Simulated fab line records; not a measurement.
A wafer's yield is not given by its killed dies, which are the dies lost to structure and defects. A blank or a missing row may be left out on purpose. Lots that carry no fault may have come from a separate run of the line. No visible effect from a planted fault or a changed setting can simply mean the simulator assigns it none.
Chamber matching + flow nand harc + rie diel-06 running NHARC_A_STAIRCASE_TRIM_220: 4 sister chambers
The step chemistry O2, time 211.2 s. 18 wafers are shown with their chamber, then 9 later ones without.

== WAFERS WITH THEIR CHAMBER ==
| wafer  | chamber | showerhead plenum p Torr (Torr) | drypump motor current A (A) | oes product au (a.u.) |
|--------|---------|---------------------------------|-----------------------------|-----------------------|
| L770.1 | 2       | 3.60                            | 6.4                         | 1.004                 |
| L770.3 | 3       | 3.61                            | 5.7                         | 1.004                 |
| L770.6 | 0       | 3.37                            | 6.3                         | 1.004                 |
| L782.3 | 3       | 3.59                            | 5.7                         | 0.987                 |
| L782.4 | 0       | 3.36                            | 6.3                         | 1.008                 |
| L782.5 | 1       | 3.50                            | 6.2                         | 1.008                 |
| L783.1 | 2       | 3.58                            | 6.4                         | 0.994                 |
| L783.3 | 0       | 3.36                            | 6.3                         | 1.014                 |
| L783.6 | 3       | 3.59                            | 5.7                         | 1.006                 |
| L784.3 | 0       | 3.35                            | 6.4                         | 1.015                 |
| L784.5 | 3       | 3.59                            | 5.7                         | 1.000                 |
| L784.6 | 0       | 3.35                            | 6.4                         | 1.022                 |
| L786.1 | 3       | 3.59                            | 5.7                         | 1.002                 |
| L786.3 | 2       | 3.58                            | 6.4                         | 0.992                 |
| L786.4 | 1       | 3.50                            | 6.3                         | 1.008                 |
| L789.1 | 3       | 3.58                            | 5.8                         | 0.989                 |
| L789.3 | 1       | 3.49                            | 6.3                         | 1.014                 |
| L789.5 | 2       | 3.58                            | 6.4                         | 0.984                 |

SIGNATURES (means of the wafers above)
| reading                  | chamber 0 | chamber 1 | chamber 2 | chamber 3 | scatter within a chamber |
|--------------------------|-----------|-----------|-----------|-----------|--------------------------|
| showerhead plenum p Torr | 3.3580    | 3.4967    | 3.5850    | 3.5917    | 0.00898                  |
| drypump motor current A  | 6.340     | 6.267     | 6.400     | 5.717     | 0.0439                   |
| oes product au           | 1.01260   | 1.01000   | 0.99350   | 0.99800   | 0.00727                  |
Rule: for each reading, subtract the chamber's mean from the wafer's reading, divide by that reading's scatter and square the result; add these up over the readings and take the root, which gives the wafer's distance from the chamber. The wafer belongs to the nearest chamber; if the next one is less than 2 further off, it can't be placed. The scatter: the root of (the sum of the squares of (reading less its chamber's mean) over the shown wafers, divided by (wafers less chambers)).

== WAFERS WHOSE CHAMBER IS MISSING ==
| wafer  | showerhead plenum p Torr (Torr) | drypump motor current A (A) | oes product au (a.u.) |
|--------|---------------------------------|-----------------------------|-----------------------|
| L791.1 | 3.35                            | 6.3                         | 0.999                 |
| L791.5 | 3.49                            | 6.3                         | 1.009                 |
| L791.6 | 3.58                            | 6.4                         | 0.983                 |
| L790.1 | 3.58                            | 5.7                         | 1.006                 |
| L790.2 | 3.49                            | 6.3                         | 1.022                 |
| L790.3 | 3.57                            | 6.5                         | 0.995                 |
| L792.2 | 3.49                            | 6.2                         | 1.005                 |
| L792.3 | 3.34                            | 6.4                         | 1.007                 |
| L792.5 | 3.57                            | 6.5                         | 0.995                 |

== WHICH CHAMBER EACH ONE RAN IN ==
| wafer  | from the rows above | in truth |
|--------|---------------------|----------|
| L791.1 | 0                   | 0        |
| L791.5 | 1                   | 1        |
| L791.6 | 2                   | 2        |
| L790.1 | 3                   | 3        |
| L790.2 | 1                   | 1        |
| L790.3 | 2                   | 2        |
| L792.2 | 1                   | 1        |
| L792.3 | 0                   | 0        |
| L792.5 | 2                   | 2        |
Placed correctly: 9 of 9. Left unplaced by these rows: 0. Wrongly placed: 0.
